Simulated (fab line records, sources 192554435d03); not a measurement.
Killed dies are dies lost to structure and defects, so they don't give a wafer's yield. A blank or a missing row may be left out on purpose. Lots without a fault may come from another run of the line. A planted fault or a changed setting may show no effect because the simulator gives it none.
Which tool did it? | flow n5_finfet | 10 lots, 30 wafers sampled, at 5 steps of a route of 1938

WHAT THE GAUGES READ, wafer by wafer
N5_BEOL_M0_SAQP_OVL_MEAS_41. Usual: M0_CUT1_OVL -0.4 nm, standard deviation 0.62.
lot  | measured     | on         | M0_CUT1_OVL (nm) | flag
L642 | day 5 16:19  | overlay-01 | -0.3 -1.8 -0.7   |
L644 | day 6 00:49  | overlay-01 | 0.0 -0.2 -0.9    |
L647 | day 6 22:32  | overlay-01 | -0.1 -1.6 0.0    |
L653 | day 8 13:26  | overlay-02 | -0.5 -1.2 0.0    |
L656 | day 9 03:22  | overlay-01 | -0.7 -0.2 -0.5   |
L661 | day 10 07:31 | overlay-02 | 0.3 0.6 -0.4     |
L662 | day 10 13:11 | overlay-02 | 0.0 -0.7 -0.6    |
L663 | day 11 00:21 | overlay-01 | -0.4 -0.3 -0.8   |
L664 | day 11 06:22 | overlay-02 | -0.4 -0.1 -0.1   |
L665 | day 11 14:34 | overlay-02 | 0.0 -0.6 1.4     |

N5_BEOL_M0_CUTY_CD_MEAS_57: target cd 200 nm. Usual: cd_nm 199.8 nm, standard deviation 0.78.
lot  | measured     | on        | cd_nm (nm)        | flag
L642 | day 5 17:43  | cd_sem-03 | 200.5 199.9 199.7 |
L644 | day 6 02:24  | cd_sem-01 | 200.7 200.8 199.9 |
L647 | day 6 23:56  | cd_sem-03 | 199.9 199.5 200.5 |
L653 | day 8 17:09  | cd_sem-01 | 200.1 199.8 201.1 |
L656 | day 9 04:49  | cd_sem-02 | 201.0 199.6 200.6 |
L661 | day 10 08:55 | cd_sem-01 | 200.6 201.5 199.5 |
L662 | day 10 14:38 | cd_sem-02 | 199.8 199.0 199.3 |
L663 | day 11 01:45 | cd_sem-02 | 199.5 199.0 199.5 |
L664 | day 11 07:52 | cd_sem-03 | 201.0 200.7 200.2 |
L665 | day 11 15:50 | cd_sem-01 | 200.5 199.5 199.3 |

N5_BEOL_M4_RC_MEAS_101. Usual: DIBL_N 36.4 mV/V, standard deviation 1.4; DIBL_P 36.3 mV/V, standard deviation 1.8; IOFF_N 0.163 nA/um, standard deviation 0.024; IOFF_P 0.21 nA/um, standard deviation 0.034; ION_N 673 uA/um, standard deviation 11; ION_P 461 uA/um, standard deviation 7.4; SS_N 71.6 mV/dec, standard deviation 0.52; SS_P 73.3 mV/dec, standard deviation 0.58; VT_N 249.4 mV, standard deviation 2.5; VT_P -250 mV, standard deviation 3.5.
lot  | measured     | on        | DIBL_N (mV/V)  | DIBL_P (mV/V)  | IOFF_N (nA/um)    | IOFF_P (nA/um) | ION_N (uA/um) | ION_P (uA/um) | SS_N (mV/dec)  | SS_P (mV/dec)  | VT_N (mV)         | VT_P (mV)      | flag
L642 | day 8 00:08  | prober-02 | 36.6 35.5 36.9 | 36.5 34.1 37.0 | 0.169 0.153 0.187 | 0.20 0.18 0.21 | 686 669 699   | 462 451 465   | 70.9 70.7 71.5 | 72.7 72.3 73.4 | 248.1 248.6 246.2 | -253 -252 -252 |
L644 | day 8 07:10  | prober-01 | 37.2 37.2 37.5 | 38.0 37.4 38.2 | 0.170 0.169 0.181 | 0.25 0.24 0.24 | 663 668 666   | 456 462 459   | 71.9 71.2 71.9 | 73.8 73.4 73.8 | 245.9 249.0 246.9 | -246 -248 -248 |
L647 | day 9 09:47  | prober-01 | 37.5 39.0 37.6 | 38.4 39.6 38.6 | 0.198 0.209 0.190 | 0.24 0.26 0.24 | 678 679 682   | 458 460 469   | 72.5 72.6 71.7 | 74.3 74.2 73.8 | 247.3 246.0 248.4 | -249 -252 -249 |
L653 | day 10 12:55 | prober-01 | 34.6 36.2 35.7 | 33.8 35.3 34.9 | 0.134 0.156 0.144 | 0.18 0.19 0.19 | 676 675 675   | 462 458 463   | 71.2 71.5 71.9 | 71.9 74.2 73.3 | 249.4 248.3 249.2 | -255 -251 -254 |
L656 | day 11 17:55 | prober-01 | 35.4 35.2 37.6 | 36.1 35.5 38.1 | 0.172 0.160 0.204 | 0.22 0.21 0.25 | 688 664 683   | 466 464 463   | 72.0 70.9 71.9 | 73.5 73.1 74.3 | 246.6 251.5 245.7 | -246 -246 -245 |
L661 | day 12 19:30 | prober-02 | 37.2 36.8 36.7 | 37.3 36.7 37.1 | 0.153 0.150 0.156 | 0.21 0.20 0.21 | 674 665 679   | 457 459 463   | 72.6 71.8 71.8 | 73.9 73.5 73.9 | 250.4 252.3 251.0 | -250 -251 -253 |
L662 | day 12 22:25 | prober-01 | 39.8 38.6 38.2 | 39.1 37.8 37.4 | 0.201 0.186 0.171 | 0.26 0.25 0.23 | 667 684 666   | 458 467 463   | 71.8 71.5 71.7 | 74.0 73.6 73.3 | 250.8 249.1 248.9 | -245 -245 -247 |
L663 | day 13 15:14 | prober-02 | 35.1 36.0 35.1 | 34.8 35.2 35.0 | 0.137 0.146 0.142 | 0.19 0.20 0.20 | 665 666 662   | 460 455 456   | 70.9 71.1 70.9 | 73.0 72.9 72.6 | 250.8 251.1 248.0 | -250 -250 -248 |
L664 | day 13 12:08 | prober-02 | 35.3 34.5 35.9 | 31.4 30.9 32.4 | 0.130 0.117 0.137 | 0.15 0.14 0.16 | 674 669 660   | 453 450 446   | 71.3 70.8 70.6 | 72.9 72.6 72.0 | 250.6 251.5 250.8 | -258 -257 -255 |
L665 | day 13 18:05 | prober-01 | 37.4 40.3 36.6 | 35.5 38.7 33.9 | 0.158 0.217 0.146 | 0.23 0.30 0.22 | 674 691 656   | 466 465 458   | 71.0 72.4 71.6 | 73.2 73.9 72.1 | 249.3 245.3 254.2 | -247 -242 -247 |

WHICH TOOL RAN EACH LOT (tool, then ch and the chambers of the sampled wafers, then the start)
lot  | N5_BEOL_M0_CUTY_COAT_51           | N5_BEOL_M0_CUTY_ETCH_62
L642 | litho_track-04 ch 0, day 5 17:29  | rie_diel-03 ch 1,3, day 5 17:51
L644 | litho_track-04 ch 0, day 6 02:03  | rie_diel-04 ch 1,3, day 6 02:31
L647 | litho_track-04 ch 0, day 6 23:35  | rie_diel-06 ch 0,2, day 7 00:14
L653 | litho_track-04 ch 0, day 8 16:48  | rie_diel-03 ch 2,3, day 8 17:16
L656 | litho_track-01 ch 0, day 9 04:28  | rie_diel-06 ch 0,2, day 9 04:56
L661 | litho_track-05 ch 0, day 10 08:34 | rie_diel-03 ch 0,3, day 10 09:19
L662 | litho_track-05 ch 0, day 10 14:17 | rie_diel-04 ch 1,2, day 10 14:55
L663 | litho_track-01 ch 0, day 11 01:24 | rie_diel-03 ch 0,2,3, day 11 02:00
L664 | litho_track-05 ch 0, day 11 07:31 | rie_diel-06 ch 0,1,2, day 11 08:04
L665 | litho_track-05 ch 0, day 11 15:37 | rie_diel-06 ch 1,2, day 11 15:58
- N5_BEOL_M0_CUTY_COAT_51: resist thk 150 nm.
- N5_BEOL_M0_CUTY_ETCH_62: etches SiARC in CF4, time 58.5 s.

WHAT THE TOOLS THEMSELVES READ (means of the sampled wafers that have a number; where no wafer has one, the mark that the record gives instead)
N5_BEOL_M0_CUTY_COAT_51. Usual: exhaust_pa 44.8 Pa, standard deviation 0.81; spin_speed_rpm 1499.9 rpm, standard deviation 1.
lot  | tool           | exhaust_pa (Pa) | spin_speed_rpm (rpm) | flag
L642 | litho_track-04 | 45.1            | 1499.3               |
L644 | litho_track-04 | 44.5            | 1499.9               |
L647 | litho_track-04 | 44.9            | 1406.4               | OFF
L653 | litho_track-04 | 45.3            | 1406.5               | OFF
L656 | litho_track-01 | 45.6            | 1499.6               |
L661 | litho_track-05 | 46.1            | 1501.8               |
L662 | litho_track-05 | 44.1            | 1499.2               |
L663 | litho_track-01 | 44.8            | 1500.1               |
L664 | litho_track-05 | 44.9            | 1499.9               |
L665 | litho_track-05 | 45.1            | 1500.4               |

N5_BEOL_M0_CUTY_ETCH_62. Usual: bias_w 36.01 W, standard deviation 0.11; drypump_motor_current_A 5.6 A, standard deviation 0.39; etch_rf_on_time_s 58.5 s, standard deviation 1.2; oes_product_au 0.69 a.u., standard deviation 0.074; rf_fwd_power_W 538.8 W, standard deviation 2.5; rf_vpp_V 184.4 V, standard deviation 1; showerhead_plenum_p_Torr 2.16 Torr, standard deviation 0.064; throttle_valve_pct 15.58 %, standard deviation 0.29.
lot  | tool        | bias_w (W) | drypump_motor_current_A (A) | etch_rf_on_time_s (s) | oes_product_au (a.u.) | rf_fwd_power_W (W) | rf_vpp_V (V) | showerhead_plenum_p_Torr (Torr) | throttle_valve_pct (%) | flag
L642 | rie_diel-03 | 35.99      | 5.6                         | 60.6                  | 0.59                  | 538.6              | 184.2        | 2.15                            | 15.83                  |
L644 | rie_diel-04 | 35.96      | 5.6                         | 58.4                  | 0.66                  | 537.8              | 185.4        | 2.20                            | 15.58                  |
L647 | rie_diel-06 | 35.95      | 5.2                         | 58.6                  | 0.68                  | 537.1              | 183.7        | 2.11                            | 15.67                  |
L653 | rie_diel-03 | 35.99      | 5.7                         | 59.4                  | 0.78                  | 535.8              | 185.4        | 2.25                            | 15.40                  |
L656 | rie_diel-06 | 35.94      | 5.3                         | 58.5                  | 0.65                  | 539.4              | 183.3        | 2.12                            | 15.63                  |
L661 | rie_diel-03 | 36.02      | 5.5                         | 58.4                  | 0.77                  | 538.2              | 184.4        | 2.16                            | 15.70                  |
L662 | rie_diel-04 | 35.89      | 5.7                         | 57.8                  | 0.76                  | 539.0              | 183.8        | 2.18                            | 15.32                  |
L663 | rie_diel-03 | 35.96      | 5.4                         | 58.4                  | 0.74                  | 537.8              | 184.6        | 2.18                            | 15.56                  |
L664 | rie_diel-06 | 36.06      | 5.3                         | 58.5                  | 0.64                  | 537.8              | 183.3        | 2.09                            | 15.79                  |
L665 | rie_diel-06 | 35.94      | 5.2                         | 57.5                  | 0.65                  | 538.8              | 183.8        | 2.06                            | 15.90                  |

THE ANSWER, worked out from the rows above alone
Rule: a lot is off if the mean of its wafers that have a number lies more than 3 standard deviations from the usual mean. A lot without any number at a reading at which 4 lots or more have one is off too. The other lots that the step has rows for count as sound. The gauges are gone through in route order, then the tools' own readings, and for those a lot's mean is taken as printed above. The first step at which some lot is off is used, and at that step the reading that is off furthest; a lot without a number counts as furthest.
Off: L647, L653, at N5_BEOL_M0_CUTY_COAT_51 (spin_speed_rpm).
A tool fits if, at that step or a process step before it, it ran every lot that is off, and no sound lot after the first of them. One fits: litho_track-04 at N5_BEOL_M0_CUTY_COAT_51. Its last sound lot is L644 (day 6 02:03), its first lot that is off L647 (day 6 23:35): a fault that began between those two fits.
The tool's own readings at N5_BEOL_M0_CUTY_COAT_51 bear it out: on the lots that are off they differ by more than 5 times the standard deviation of the sound lots' means. spin_speed_rpm reads 1406.5 rpm there against 1500.0 rpm on the sound lots.

WHAT THE SIMULATOR HAD PUT IN
Process parameter drift: litho_track-04, from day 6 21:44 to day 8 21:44, at N5_BEOL_M0_CUTY_COAT_51. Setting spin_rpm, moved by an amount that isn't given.
Lots struck among those shown: L647, L653. The rule above found the same.
